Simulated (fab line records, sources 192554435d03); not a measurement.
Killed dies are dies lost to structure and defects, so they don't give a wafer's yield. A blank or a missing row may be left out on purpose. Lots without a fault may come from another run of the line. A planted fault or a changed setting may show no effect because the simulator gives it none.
Split-lot experiment | flow n5_finfet | 7 lots, 21 wafers read, on a route of 1938 steps

THE SPLIT
At N5_BEOL_M14_TRENCH_ETCH_34 (etches SiO2 in C4F8/O2/Ar, target depth 556.65 nm, time 126.9 s), the setting time_s was moved away from the recipe's 126.9 s on 5 of the 21 wafers read, by -19.1% to +13.0%. The other wafers ran this setting at the recipe's value.

FROM THE SPLIT TO THE READING: what the file shows between them, 12 steps
- N5_BEOL_M14_STRIP_70: strips in C4F8/O2/Ar
- N5_BEOL_M14_OCD_MEAS_35
- N5_BEOL_M14_STRIP_37: strips in O2
- N5_BEOL_M14_ETCH_38: etches SiCN in CF4/N2, target depth 106.5 nm, time 120.6 s
- N5_BEOL_M14_PRECLEAN_39: cleans in residue remover, time 60 s
- N5_BEOL_M14_SRD_40: time 30 s, dry time 30 s
- N5_BEOL_M14_ECD_47: material Cu, target thk 1248 nm
- N5_BEOL_M14_ANNEAL_48: time 90 s
- N5_BEOL_M14_CMP_49: polishes, stops on SiO2, t overpolish 5.2 s, target thk 560 nm
- N5_BEOL_M14_THK_MEAS_50: measures by xrf
- N5_BEOL_M14_PRE_CLEAN_52: time 15 s
- N5_BEOL_M14_DEP_53: deposits SiCN from 3MS/NH3, target thk 50 nm, time 17.8 s

THE READING
M14_RS, in ohm/sq, at N5_BEOL_M14_RS_MEAS_54 (measures by four-point-probe). Fault-free wafers of this fab line usually give 0.0330 ohm/sq, standard deviation 0.001 ohm/sq.

wafer  | tool, chamber at the split | time_s as run, s | against the recipe | M14_RS, ohm/sq | against lot-mates on the recipe
L085.1 | rie_diel-06, 3             | 126.9            | recipe             | 0.0340         | -
L085.5 | rie_diel-06, 1             | 126.9            | recipe             | 0.0321         | -
L085.6 | rie_diel-06, 2             | 126.9            | recipe             | 0.0307         | -
L086.2 | rie_diel-04, 1             | 103.5            | -18.4%             | 0.0400         | +0.0054
L086.3 | rie_diel-04, 2             | 126.9            | recipe             | 0.0347         | -
L086.6 | rie_diel-04, 2             | 126.9            | recipe             | 0.0345         | -
L087.1 | rie_diel-01, 3             | 126.9            | recipe             | 0.0328         | -
L087.4 | rie_diel-01, 0             | 102.7            | -19.1%             | 0.0409         | +0.0081
L087.5 | rie_diel-01, 0             | 102.7            | -19.1%             | 0.0406         | +0.0078
L089.1 | rie_diel-04, 1             | 126.9            | recipe             | 0.0324         | -
L089.3 | rie_diel-04, 3             | 126.9            | recipe             | 0.0338         | -
L089.5 | rie_diel-04, 1             | 126.9            | recipe             | 0.0322         | -
L093.1 | rie_diel-06, 0             | 126.9            | recipe             | 0.0313         | -
L093.2 | rie_diel-06, 1             | 126.9            | recipe             | 0.0319         | -
L093.4 | rie_diel-06, 2             | 126.9            | recipe             | 0.0307         | -
L095.1 | rie_diel-01, 3             | 126.9            | recipe             | 0.0325         | -
L095.2 | rie_diel-01, 2             | 126.9            | recipe             | 0.0334         | -
L095.4 | rie_diel-01, 0             | 126.9            | recipe             | 0.0332         | -
L096.1 | rie_diel-04, 3             | 143.4            | +13.0%             | 0.0300         | -0.0031
L096.3 | rie_diel-04, 0             | 143.4            | +13.0%             | 0.0293         | -0.0038
L096.4 | rie_diel-04, 1             | 126.9            | recipe             | 0.0331         | -

THE FIT
A straight line over all 21 wafers: M14_RS changes by -0.000364 ohm/sq for each +1% of time_s; r = -0.93; the points scatter about the line by 0.0012 ohm/sq.
The same after taking each lot's own level away (the mean of its wafers on the recipe; 21 wafers): -0.000346 ohm/sq for each +1%; r = -0.96; scatter 0.00088 ohm/sq.
On that fit, the largest move of time_s shifts the reading by 0.0066 ohm/sq.
The lots' own levels span 0.03130 to 0.03460 ohm/sq, that is 3.3 times the standard deviation above.
So the lot-to-lot level changes the slope little: the two slopes agree.
Check: with one of the wafers moved furthest among these (-19.1%) left out of the fit, the line predicts +0.00629 ohm/sq for it against its lot-mates. It came out at +0.0081 ohm/sq against them.

THE WHOLE CHAIN: every reading that the file lists as answering this split, in the file's order
step                       | what it does                                                    | reading                                                                       | change (the file's fit)              | r (the file's)
N5_BEOL_M14_TRENCH_ETCH_34 | etches SiO2 in C4F8/O2/Ar, target depth 556.65 nm, time 126.9 s | etch.depth_nm (the simulator's own value, which no gauge read)                | +4.86 nm for each +1% of the setting | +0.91
N5_BEOL_M14_OCD_MEAS_35    |                                                                 | trench_depth_nm                                                               | +4.87 nm for each +1% of the setting | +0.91
N5_BEOL_M14_CMP_49         | polishes, stops on SiO2, t overpolish 5.2 s, target thk 560 nm  | Cu_of_BEOL_M14_ECD_47.thk_nm (the simulator's own value, which no gauge read) | +4.81 nm for each +1% of the setting | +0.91
N5_BEOL_M14_THK_MEAS_50    | measures by xrf                                                 | M14_THK                                                                       | +4.93 for each +1% of the setting    | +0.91
N5_BEOL_M14_RS_MEAS_54     | measures by four-point-probe                                    | M14_RS                                                                        | -0.00034 for each +1% of the setting | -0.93

THE FILE'S OWN FIT
M14_RS changes by -0.00034 ohm/sq for each +1% of time_s, r = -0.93.
